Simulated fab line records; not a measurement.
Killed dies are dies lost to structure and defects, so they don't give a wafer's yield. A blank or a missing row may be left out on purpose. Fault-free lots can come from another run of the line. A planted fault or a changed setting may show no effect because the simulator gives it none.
fab line records	flow n5_finfet
[record] lots = 7	wafers = 21
route steps=1938 shown BEOL_M5@1142 BEOL_M6@1199 BEOL_M7@1263 BEOL_M8@1332
start_h: the number of hours between the record's first day and the start of the first shown wafer of the lot	wait_h: how many hours have passed since the lot's step before this one	" repeats the value in the row above	L1.1+2: a single row standing in for several wafers	- no value, or no start was given	* or withheld: withheld	< > ~ a bound
route shown NAME@n: a module of which the file shows steps, and the number in the route of the first	usual: average and standard deviation across the fault-free wafers	same: alike in all rows	chamber/n: place in a boat	sites: each site's reading	_std_site: standard deviation of those values	_edge_site: mean of outer sites minus mean of inner sites	radius_mm: how far each site lies from the wafer's centre	mask NAME#n: copy n	behind: the last tool/chamber to shape the wafer	hold: what put the lot on hold/how long, in hours/how the hold closed	device: the n, p or np transistor that did not switch	end of line: the route-end tests of the same wafers	a step with no rows: only its recipe	killed: count of dies lost to structure and defects at first sort (not the wafer's yield)	map: a wafer's dies, marking killed ones x, the rest . and places with no die _
set.NAME: setting as actually run; set.NAME@STEP: the setting as run at that earlier step	model.NAME: the simulator's own value behind a step, which no gauge read
one table per step and one row per wafer, for lots whose settings were changed on purpose
[[steps]]
[step N5_BEOL_M5_COAT_22]
[recipe] resist = CAR-EUV	spin_rpm = 1500	resist_thk_nm = 30
lot.wafer	tool	chamber	start_h	wait_h	set.spin_rpm	model.CAR-EUV_of_BEOL_M5_COAT_22.thk_nm
L076.1	litho_track-05	0	-	-	1500	30
L076.3	"	0	"	"	1581	29.2
L076.6	"	0	"	"	1500	29.8
L079.2+3	litho_track-01	0	-	-	1500	30
L079.5	"	0	"	"	1608	29
L080.2	litho_track-04	0	-	-	1500	29.8
L080.4+6	"	0	"	"	1396	31
L084.3+6	litho_track-05	0	-	-	1500	30
L084.4	"	0	"	"	1383	31.2
L088.2	litho_track-05	0	-	-	1551	29.6
L088.4	"	0	"	"	1500	30
L088.6	"	0	"	"	1551	29.4
L097.1+6	litho_track-04	0	-	-	1500	29.8
L097.2	"	0	"	"	1500	30
L094.1+5	litho_track-05	0	-	-	1634	28.8
L094.3	"	0	"	"	1500	30
[step N5_BEOL_M5_EBR_24]
[recipe] solvent = PGMEA	ebr_width_mm = 1.5
[step N5_BEOL_M5_SOFTBAKE_23]
[recipe] temp_c = 110	time_s = 60	resist = CAR-EUV
[step N5_BEOL_M5_DESCUM_33]
[recipe] chemistry = O2	time_s = 7	source_power_w = 50	bias_power_w = 20	pressure_mtorr = 20	rf_frequency_hz = 2.712e+07	temp_c = 40	resist = CAR-EUV	o2_flow_sccm = 225
[step N5_BEOL_M5_ETCH_75]
[recipe] chemistry = N2/H2	target = underlayer	target_depth_a = 65	mask_material = CAR-EUV	time_s = 5.2	ion_energy_ev = 200	pressure_mtorr = 30	source_w = 840	bias_w = 150	n2_flow_sccm = 200	h2_flow_sccm = 200	ends = cleared
lot.wafer	tool	chamber	start_h	wait_h	set.spin_rpm@BEOL_M5_COAT_22	model.CAR-EUV_of_BEOL_M5_COAT_22.thk_nm
L076.1+6	rie_diel-01	2,3	181.65	0.0	1500	20.2
L076.3	"	3	"	"	1581	19.6
L079.2+3	rie_diel-01	2,1	208.57	0.0	1500	20.4
L079.5	"	2	"	"	1608	19.4
L080.2	rie_diel-02	0	208.66	0.0	1500	20
L080.4+6	"	1,0	"	"	1396	21.2
L084.3+6	rie_diel-01	2	238.73	0.0	1500	20.4
L084.4	"	3	"	"	1383	21.6
L088.2+6	rie_diel-02	2,1	251.75	0.0	1551	19.8
L088.4	"	0	"	"	1500	20.4
L097.1+6	rie_diel-01	3,0	306.94	0.0	1500	20.2
L097.2	"	1	"	"	1500	20.4
L094.1+5	rie_diel-02	3	306.99	0.0	1634	19.2
L094.3	"	1	"	"	1500	20.4
[step N5_BEOL_M5_ETCH_67]
[recipe] chemistry = CF4	target = SiARC	target_depth_a = 156	mask_material = CAR-EUV	time_s = 26	ion_energy_ev = 80	pressure_mtorr = 40	source_w = 545	bias_w = 36	Ar_flow_sccm = 100	cf4_flow_sccm = 100	ends = cleared
lot.wafer	tool	chamber	start_h	wait_h	set.spin_rpm@BEOL_M5_COAT_66	set.spin_rpm@BEOL_M5_COAT_22	model.CAR-EUV_of_BEOL_M5_COAT_22.thk_nm	model.etch.depth_nm
L076.1	rie_diel-01	2	181.66	0.0	1500	1500	11	11.98
L076.3	"	3	"	"	1333	1581	9.8	12.72
L076.6	"	3	"	"	1500	1500	11	12
L079.2	rie_diel-01	2	208.58	0.0	1500	1500	11.2	11.99
L079.3	"	1	"	"	1500	1500	11.2	12.01
L079.5	"	2	"	"	1500	1608	10	12.02
L080.2	rie_diel-02	0	208.68	0.0	1500	1500	11	11.95
L080.4	"	1	"	"	1500	1396	12.2	11.97
L080.6	"	0	"	"	1546	1396	12.2	11.75
L084.3	rie_diel-01	2	238.75	0.0	1633	1500	11.6	11.51
L084.4	"	3	"	"	1633	1383	12.8	11.47
L084.6	"	2	"	"	1500	1500	11.2	11.99
L088.2	rie_diel-02	2	251.77	0.0	1500	1551	10.6	11.99
L088.4	"	0	"	"	1500	1500	11.2	11.96
L088.6	"	1	"	"	1500	1551	10.6	12
L097.1	rie_diel-01	3	306.96	0.0	1500	1500	11	12.01
L097.2	"	1	"	"	1500	1500	11.2	12.01
L097.6	"	0	"	"	1500	1500	11	11.94
L094.1	rie_diel-02	3	307.01	0.0	1500	1634	10	12.02
L094.3	"	1	"	"	1375	1500	10.8	12.5
L094.5	"	3	"	"	1375	1634	9.6	12.57
[step N5_BEOL_M5_ETCH_68]
[recipe] chemistry = N2/H2	target = SOC	target_depth_a = 800	overetch_a = 160	mask_material = SiARC	temp_c = 40	time_s = 120	ion_energy_ev = 200	pressure_mtorr = 30	source_w = 840	bias_w = 150	n2_flow_sccm = 200	h2_flow_sccm = 200
lot.wafer	tool	chamber	start_h	wait_h	set.spin_rpm@BEOL_M5_COAT_66	model.SiARC_of_BEOL_M5_COAT_66.thk_nm
L076.1+6	rie_diel-01	2,3	181.69	0.0	1500	6.4
L076.3	"	3	"	"	1333	7.2
L079.2+5	rie_diel-01	2	208.61	0.0	1500	6.4
L079.3	"	1	"	"	1500	6.6
L080.2	rie_diel-02	0	208.71	0.0	1500	6.2
L080.4	"	1	"	"	1500	6.4
L080.6	"	0	"	"	1546	6
L084.3	rie_diel-01	2	238.78	0.0	1633	6
L084.4	"	3	"	"	1633	5.8
L084.6	"	2	"	"	1500	6.4
L088.2+6	rie_diel-02	2,1	251.80	0.0	1500	6.4
L088.4	"	0	"	"	1500	6.2
L097.1+6	rie_diel-01	3,0	306.99	0.0	1500	6.4
L097.2	"	1	"	"	1500	6.6
L094.1	rie_diel-02	3	307.04	0.0	1500	6.6
L094.3	"	1	"	"	1375	7
L094.5	"	3	"	"	1375	7.2
[step N5_BEOL_M6_COAT_59]
[recipe] resist = SOC	temp_c = 250	time_s = 60	spin_rpm = 1500	resist_thk_nm = 100
lot.wafer	tool	chamber	start_h	wait_h	set.spin_rpm	model.SOC_of_BEOL_M6_COAT_59.thk_nm
L076.1	litho_track-01	0	190.93	0.1	1336	105.8
L076.3	"	0	"	"	1336	105.6
L076.6	"	0	"	"	1500	100
L080.2	litho_track-02	0	217.65	0.1	1500	99.4
L080.4	"	0	"	"	1500	99.8
L080.6	"	0	"	"	1500	100
L079.2	litho_track-03	0	219.02	0.1	1500	100.2
L079.3+5	"	0	"	"	1500	99.8
L084.3+4	litho_track-02	0	251.30	0.1	1500	99.8
L084.6	"	0	"	"	1500	100.2
L088.2	litho_track-03	0	264.03	0.1	1608	96.8
L088.4	"	0	"	"	1500	100.4
L088.6	"	0	"	"	1608	97
L094.1+5	litho_track-03	0	316.46	0.1	1389	104.2
L094.3	"	0	"	"	1389	103.8
L097.1	litho_track-01	0	316.56	0.1	1500	100.4
L097.2+6	"	0	"	"	1500	100
[step N5_BEOL_M6_COAT_60]
[recipe] resist = SiARC	temp_c = 220	time_s = 60	spin_rpm = 1500	resist_thk_nm = 35
[step N5_BEOL_M6_COAT_05]
[recipe] resist = CAR-ArF	spin_rpm = 1500	resist_thk_nm = 90
[step N5_BEOL_M6_DESCUM_16]
[recipe] chemistry = O2	time_s = 7.9	source_power_w = 50	bias_power_w = 20	pressure_mtorr = 20	rf_frequency_hz = 2.712e+07	temp_c = 40	resist = CAR-ArF	o2_flow_sccm = 225
[step N5_BEOL_M6_ETCH_61]
[recipe] chemistry = CF4	target = SiARC	target_depth_a = 455	mask_material = CAR-ArF	time_s = 75.8	ion_energy_ev = 80	pressure_mtorr = 40	source_w = 545	bias_w = 36	Ar_flow_sccm = 100	cf4_flow_sccm = 100	ends = cleared
[step N5_BEOL_M6_ETCH_62]
[recipe] chemistry = N2/H2	target = SOC	target_depth_a = 1100	overetch_a = 220	mask_material = SiARC	temp_c = 40	time_s = 165	ion_energy_ev = 200	pressure_mtorr = 30	source_w = 840	bias_w = 150	n2_flow_sccm = 200	h2_flow_sccm = 200
lot.wafer	tool	chamber	start_h	wait_h	set.spin_rpm@BEOL_M6_COAT_59	model.etch.depth_nm
L076.1	rie_diel-03	1	191.54	0.0	1336	105.9
L076.3	"	3	"	"	1336	105.7
L076.6	"	2	"	"	1500	100
L080.2	rie_diel-03	2	218.20	0.0	1500	99.43
L080.4	"	1	"	"	1500	99.81
L080.6	"	2	"	"	1500	99.91
L079.2	rie_diel-03	2	219.68	0.0	1500	100.2
L079.3	"	0	"	"	1500	99.78
L079.5	"	2	"	"	1500	99.74
L084.3	rie_diel-03	0	252.18	0.0	1500	99.76
L084.4	"	3	"	"	1500	99.81
L084.6	"	2	"	"	1500	100.1
L088.2	rie_diel-06	3	264.58	0.0	1608	96.84
L088.4	"	2	"	"	1500	100.5
L088.6	"	0	"	"	1608	97.08
L094.1	rie_diel-06	0	317.01	0.0	1389	104.1
L094.3	"	2	"	"	1389	103.8
L094.5	"	3	"	"	1389	104.3
L097.1	rie_diel-03	3	317.17	0.0	1500	100.4
L097.2	"	1	"	"	1500	99.9
L097.6	"	3	"	"	1500	100.1
[step N5_BEOL_M6_STRIP_68]
[recipe] chemistry = N2/H2	temp_c = 40	n2_flow_sccm = 200	h2_flow_sccm = 200	rf_frequency_hz = 6e+07
[step N5_BEOL_M6_STRIP_67]
[recipe] chemistry = CF4	resist = SiARC	power_w = 300	bias_power_w = 75	pressure_mtorr = 50	cf4_flow_sccm = 150	rf_frequency_hz = 6e+07
[step N5_BEOL_M6_HM_OPEN_17]
[recipe] chemistry = Cl2/BCl3	target_depth_a = 200	overetch_a = 60	target = TiN	mask_material = SOC	ion_energy_ev = 150	pressure_mtorr = 10	icp_w = 1000	bias_w = 126	Cl2_flow_sccm = 53.25	bcl3_flow_sccm = 21.75	Ar_flow_sccm = 25
lot.wafer	tool	chamber	start_h	wait_h	set.spin_rpm@BEOL_M6_COAT_59	model.SOC_of_BEOL_M6_COAT_59.thk_nm
L076.1	rie_metal-02	0	191.73	0.0	1336	98
L076.3	"	0	"	"	1336	97.8
L076.6	"	1	"	"	1500	91.8
L080.2	rie_metal-01	1	218.39	0.0	1500	91.4
L080.4+6	"	1	"	"	1500	91.8
L079.2	rie_metal-03	0	219.86	0.0	1500	92.4
L079.3	"	1	"	"	1500	92
L079.5	"	1	"	"	1500	91.8
L084.3	rie_metal-02	0	252.40	0.1	1500	91.8
L084.4	"	1	"	"	1500	91.6
L084.6	"	0	"	"	1500	92.2
L088.2+6	rie_metal-01	1,0	264.77	0.0	1608	88.8
L088.4	"	1	"	"	1500	92.4
L094.1	rie_metal-02	1	317.19	0.0	1389	95.8
L094.3	"	1	"	"	1389	95.6
L094.5	"	1	"	"	1389	96
L097.1	rie_metal-03	1	317.36	0.0	1500	92.4
L097.2+6	"	0,1	"	"	1500	92
[step N5_BEOL_M7_ILD_DEP_00]
[recipe] material = SiCOH_lowk	target_thk_a = 1797.5	temp_c = 300	precursor = DEMS/porogen	pressure_torr = 5	rf_w = 500	time_s = 33.4
lot.wafer	tool	chamber	start_h	wait_h	set.temp_c	model.SiCOH_lowk_of_BEOL_M7_ILD_DEP_00.thk_nm
L076.1	pecvd-04	2	196.69	0.0	300	179.6
L076.3	"	1	"	"	300	181
L076.6	"	0	"	"	295.5	184.4
L080.2	pecvd-03	0	223.36	0.0	303.2	177.2
L080.4	"	2	"	"	300	182.2
L080.6	"	1	"	"	300	181.2
L079.2	pecvd-01	0	225.34	0.0	300	180.2
L079.3	"	1	"	"	304.2	175.8
L079.5	"	2	"	"	300	182.2
L084.3	pecvd-03	1	260.11	0.0	297.4	183
L084.4	"	1	"	"	300	185.2
L084.6	"	2	"	"	297.4	186.2
L088.2	pecvd-01	2	271.21	0.0	305.8	174
L088.4	"	2	"	"	300	181.4
L088.6	"	0	"	"	300	181
L094.1	pecvd-03	2	324.25	0.0	305.4	170.8
L094.3	"	2	"	"	300	180.2
L094.5	"	0	"	"	300	181.2
L097.1	pecvd-04	2	324.82	0.0	300	181.4
L097.2	"	0	"	"	300	181.8
L097.6	"	0	"	"	300	183.6
[step N5_BEOL_M7_CURE_74]
[recipe] temp_c = 385	time_s = 240	ambient = He/Ar	material = SiCOH_lowk
lot.wafer	tool	chamber	start_h	wait_h	set.temp_c@BEOL_M7_ILD_DEP_00	model.SiCOH_lowk_of_BEOL_M7_ILD_DEP_00.thk_nm
L076.1	uv_cure-02	1	196.76	0.0	300	154.8
L076.3	"	1	"	"	300	156
L076.6	"	1	"	"	295.5	159.2
L080.2	uv_cure-03	1	223.50	0.1	303.2	152.8
L080.4	"	1	"	"	300	157.2
L080.6	"	1	"	"	300	156.2
L079.2	uv_cure-01	1	225.48	0.1	300	155.4
L079.3	"	1	"	"	304.2	151.4
L079.5	"	1	"	"	300	157.2
L084.3	uv_cure-02	1	260.49	0.4	297.4	157.8
L084.4	"	1	"	"	300	159.8
L084.6	"	1	"	"	297.4	160.8
L088.2	uv_cure-02	1	271.44	0.2	305.8	150
L088.4	"	1	"	"	300	156.4
L088.6	"	1	"	"	300	156.2
L094.1	uv_cure-03	0	324.34	0.1	305.4	147.2
L094.3	"	0	"	"	300	155.4
L094.5	"	0	"	"	300	156.4
L097.1	uv_cure-03	1	324.88	0.0	300	156.4
L097.2	"	1	"	"	300	156.8
L097.6	"	1	"	"	300	158.4
[step N5_BEOL_M7_THK_MEAS_01]
[recipe] reads = SiCOH_lowk_of_BEOL_M7_ILD_DEP_00
[usual] M7_ILD_THK = 155.6/2
lot.wafer	tool	chamber	start_h	wait_h	set.temp_c@BEOL_M7_ILD_DEP_00	M7_ILD_THK[nm]
L076.1	film_metro-01	-	197.27	0.4	300	154.8
L076.3	"	-	"	"	300	156.0
L076.6	"	-	"	"	295.5	159.1
L080.2	film_metro-02	-	223.93	0.4	303.2	152.7
L080.4	"	-	"	"	300	157.2
L080.6	"	-	"	"	300	156.3
L079.2	film_metro-01	-	225.92	0.4	300	155.4
L079.3	"	-	"	"	304.2	151.6
L079.5	"	-	"	"	300	157.2
L084.3	film_metro-02	-	261.17	0.5	297.4	157.8
L084.4	"	-	"	"	300	159.6
L084.6	"	-	"	"	297.4	160.8
L088.2	film_metro-01	-	272.29	0.7	305.8	150.0
L088.4	"	-	"	"	300	156.6
L088.6	"	-	"	"	300	156.0
L094.1	film_metro-01	-	324.85	0.4	305.4	147.2
L094.3	"	-	"	"	300	155.3
L094.5	"	-	"	"	300	156.3
L097.1	film_metro-02	-	325.39	0.4	300	156.4
L097.2	"	-	"	"	300	156.8
L097.6	"	-	"	"	300	158.3
[step N5_BEOL_M7_PECVD_70]
[recipe] material = SiO2	target_thk_a = 200	temp_c = 400	precursor = TEOS/O2	pressure_torr = 5.5	rf_w = 450	teos_flow_sccm = 53.8	gas = O2	flow_sccm = 3000	time_s = 22.7
lot.wafer	tool	chamber	start_h	wait_h	set.temp_c	model.SiO2_of_BEOL_M7_PECVD_70.thk_nm
L076.1	pecvd-01	1	197.31	0.0	387.7	21.2
L076.3	"	0	"	"	400	19.6
L076.6	"	2	"	"	400	19.8
L080.2	pecvd-01	1	223.97	0.0	388.8	21.4
L080.4	"	0	"	"	400	20
L080.6	"	1	"	"	388.8	21.8
L079.2	pecvd-04	0	225.95	0.0	411.8	17.8
L079.3	"	1	"	"	400	20.2
L079.5	"	1	"	"	411.8	18.6
L084.3+4+6	pecvd-03	0,2,1	261.20	0.0	400	20
L088.2+4	pecvd-03	1,0	272.32	0.0	400	20.2
L088.6	"	1	"	"	413.9	18.4
L094.1+3	pecvd-03	0	324.89	0.0	400	20
L094.5	"	2	"	"	400	19.8
L097.1	pecvd-03	0	325.48	0.1	400	20
L097.2	"	2	"	"	400	19.4
L097.6	"	0	"	"	400	20.2
[step N5_BEOL_M7_HM_DEP_02]
[recipe] material = TiN	target_thk_a = 200	temp_c = 25	chamber_pressure_pa = 0.49996
[step N5_BEOL_M7_COAT_59]
[recipe] resist = SOC	temp_c = 250	time_s = 60	spin_rpm = 1500	resist_thk_nm = 100
[step N5_BEOL_M7_STRIP_80]
[recipe] chemistry = N2/H2	time_s = 10	power_w = 450	temp_c = 40	pressure_mtorr = 20	rf_frequency_hz = 6e+07	bias_power_w = 7	n2_flow_sccm = 200	h2_flow_sccm = 200
[step N5_BEOL_M7_HM_STRIP_39]
[recipe] chemistry = peroxide_tin_strip	material = TiN	target_depth_a = 250	temp_c = 50	time_s = 158
lot.wafer	tool	chamber	start_h	wait_h	set.temp_c@BEOL_M7_PECVD_70	model.SiO2_of_BEOL_M7_PECVD_70.thk_nm
L076.1	wet_bench-01	0	201.31	0.0	387.7	21
L076.3	"	1	"	"	400	19.4
L076.6	"	4	"	"	400	19.6
L080.2	wet_bench-01	4	227.79	0.0	388.8	21.2
L080.4	"	7	"	"	400	19.8
L080.6	"	1	"	"	388.8	21.6
L079.2	wet_bench-03	6	229.94	0.0	411.8	17.6
L079.3	"	4	"	"	400	20
L079.5	"	5	"	"	411.8	18.4
L084.3+4	wet_bench-03	2,1	265.79	0.0	400	19.8
L084.6	"	3	"	"	400	20
L088.2	wet_bench-01	1	275.14	0.0	400	20
L088.4	"	0	"	"	400	20.2
L088.6	"	6	"	"	413.9	18.4
L094.1+3	wet_bench-03	2,7	329.42	0.0	400	19.8
L094.5	"	0	"	"	400	19.6
L097.1	wet_bench-01	4	329.77	0.0	400	19.8
L097.2	"	3	"	"	400	19.4
L097.6	"	6	"	"	400	20
[step N5_BEOL_M8_ILD_DEP_00]
[recipe] material = SiCOH_lowk	target_thk_a = 1797.5	temp_c = 300	precursor = DEMS/porogen	pressure_torr = 5	rf_w = 500	time_s = 33.4
lot.wafer	tool	chamber	start_h	wait_h	set.time_s	model.SiCOH_lowk_of_BEOL_M8_ILD_DEP_00.thk_nm
L076.1	pecvd-02	1	205.43	0.0	31.06	166.6
L076.3	"	0	"	"	31.06	168
L076.6	"	1	"	"	33.4	181.6
L080.2	pecvd-02	0	231.02	0.0	33.4	180.8
L080.4	"	1	"	"	33.4	183
L080.6	"	0	"	"	33.4	183.8
L079.2	pecvd-04	0	233.27	0.0	33.4	180.8
L079.3	"	1	"	"	33.4	179.4
L079.5	"	2	"	"	33.4	180.4
L084.3	pecvd-03	1	269.56	0.0	33.4	176.2
L084.4	"	2	"	"	31.07	165.6
L084.6	"	1	"	"	33.4	179.6
L088.2	pecvd-02	0	278.15	0.0	34.98	186.6
L088.4	"	2	"	"	33.4	179.2
L088.6	"	0	"	"	34.98	187.6
L094.1	pecvd-02	2	332.28	0.0	31.12	168.8
L094.3	"	1	"	"	33.4	178.6
L094.5	"	2	"	"	31.12	174.6
L097.1	pecvd-02	1	332.66	0.0	33.4	176.2
L097.2	"	0	"	"	33.4	178
L097.6	"	0	"	"	33.4	180.2
[step N5_BEOL_M8_CURE_74]
[recipe] temp_c = 385	time_s = 240	ambient = He/Ar	material = SiCOH_lowk
lot.wafer	tool	chamber	start_h	wait_h	set.time_s@BEOL_M8_ILD_DEP_00	model.SiCOH_lowk_of_BEOL_M8_ILD_DEP_00.thk_nm
L076.1	uv_cure-03	1	205.49	0.0	31.06	143.6
L076.3	"	1	"	"	31.06	144.8
L076.6	"	1	"	"	33.4	156.6
L080.2	uv_cure-02	2	231.17	0.1	33.4	155.8
L080.4	"	2	"	"	33.4	158
L080.6	"	2	"	"	33.4	158.6
L079.2	uv_cure-01	0	233.42	0.1	33.4	156
L079.3	"	0	"	"	33.4	154.6
L079.5	"	0	"	"	33.4	155.6
L084.3	uv_cure-02	2	269.95	0.4	33.4	151.8
L084.4	"	2	"	"	31.07	142.8
L084.6	"	2	"	"	33.4	154.8
L088.2	uv_cure-02	1	278.37	0.2	34.98	161
L088.4	"	1	"	"	33.4	154.4
L088.6	"	1	"	"	34.98	161.8
L094.1	uv_cure-03	2	332.35	0.0	31.12	145.4
L094.3	"	2	"	"	33.4	154
L094.5	"	2	"	"	31.12	150.6
L097.1	uv_cure-02	1	332.72	0.0	33.4	152
L097.2	"	1	"	"	33.4	153.4
L097.6	"	1	"	"	33.4	155.4
[step N5_BEOL_M8_THK_MEAS_01]
[recipe] reads = SiCOH_lowk_of_BEOL_M8_ILD_DEP_00
[usual] M8_ILD_THK = 155.2/2.1
lot.wafer	tool	chamber	start_h	wait_h	set.time_s@BEOL_M8_ILD_DEP_00	M8_ILD_THK[nm]
L076.1	film_metro-02	-	206.00	0.4	31.06	143.5
L076.3	"	-	"	"	31.06	144.9
L076.6	"	-	"	"	33.4	156.8
L080.2	film_metro-02	-	231.60	0.4	33.4	155.8
L080.4	"	-	"	"	33.4	157.9
L080.6	"	-	"	"	33.4	158.5
L079.2	film_metro-02	-	233.85	0.4	33.4	155.9
L079.3	"	-	"	"	33.4	154.6
L079.5	"	-	"	"	33.4	155.4
L084.3	film_metro-01	-	270.62	0.5	33.4	152.0
L084.4	"	-	"	"	31.07	142.8
L084.6	"	-	"	"	33.4	154.8
L088.2	film_metro-02	-	279.20	0.7	34.98	161.1
L088.4	"	-	"	"	33.4	154.5
L088.6	"	-	"	"	34.98	161.8
L094.1	film_metro-01	-	332.87	0.4	31.12	145.6
L094.3	"	-	"	"	33.4	154.0
L094.5	"	-	"	"	31.12	150.5
L097.1	film_metro-02	-	333.25	0.4	33.4	152.1
L097.2	"	-	"	"	33.4	153.5
L097.6	"	-	"	"	33.4	155.5
[[key]]
[split] step = N5_BEOL_M5_COAT_22	setting = spin_rpm	stated = 1500	by = wafer
[response] step = N5_BEOL_M5_COAT_22	reading = model.CAR-EUV_of_BEOL_M5_COAT_22.thk_nm	change = -0.146	per = 1%	r = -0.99
[response] step = N5_BEOL_M5_ETCH_75	reading = model.CAR-EUV_of_BEOL_M5_COAT_22.thk_nm	change = -0.145	per = 1%	r = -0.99
[response] step = N5_BEOL_M5_ETCH_67	reading = model.CAR-EUV_of_BEOL_M5_COAT_22.thk_nm	change = -0.161	per = 1%	r = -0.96
[split] step = N5_BEOL_M6_COAT_59	setting = spin_rpm	stated = 1500	by = wafer
[response] step = N5_BEOL_M6_COAT_59	reading = model.SOC_of_BEOL_M6_COAT_59.thk_nm	change = -0.511	per = 1%	r = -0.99
[response] step = N5_BEOL_M6_ETCH_62	reading = model.etch.depth_nm	change = -0.516	per = 1%	r = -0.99
[response] step = N5_BEOL_M6_HM_OPEN_17	reading = model.SOC_of_BEOL_M6_COAT_59.thk_nm	change = -0.54	per = 1%	r = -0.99
[split] step = N5_BEOL_M7_ILD_DEP_00	setting = temp_c	stated = 300	by = wafer
[response] step = N5_BEOL_M7_ILD_DEP_00	reading = model.SiCOH_lowk_of_BEOL_M7_ILD_DEP_00.thk_nm	change = -3.8	per = 1%	r = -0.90
[response] step = N5_BEOL_M7_CURE_74	reading = model.SiCOH_lowk_of_BEOL_M7_ILD_DEP_00.thk_nm	change = -3.37	per = 1%	r = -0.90
[response] step = N5_BEOL_M7_THK_MEAS_01	reading = M7_ILD_THK	change = -3.35	per = 1%	r = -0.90
[split] step = N5_BEOL_M7_PECVD_70	setting = temp_c	stated = 400	by = wafer
[response] step = N5_BEOL_M7_PECVD_70	reading = model.SiO2_of_BEOL_M7_PECVD_70.thk_nm	change = -0.558	per = 1%	r = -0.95
[response] step = N5_BEOL_M7_HM_STRIP_39	reading = model.SiO2_of_BEOL_M7_PECVD_70.thk_nm	change = -0.549	per = 1%	r = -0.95
[split] step = N5_BEOL_M8_ILD_DEP_00	setting = time_s	stated = 33.4	by = wafer
[response] step = N5_BEOL_M8_ILD_DEP_00	reading = model.SiCOH_lowk_of_BEOL_M8_ILD_DEP_00.thk_nm	change = +1.62	per = 1%	r = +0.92
[response] step = N5_BEOL_M8_CURE_74	reading = model.SiCOH_lowk_of_BEOL_M8_ILD_DEP_00.thk_nm	change = +1.4	per = 1%	r = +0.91
[response] step = N5_BEOL_M8_THK_MEAS_01	reading = M8_ILD_THK	change = +1.41	per = 1%	r = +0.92
split outside_this_file step=N5_BEOL_M5_COAT_66 setting=spin_rpm
// split outside_this_file: this setting was split too, and the file shows its column; the key of that split is in another file
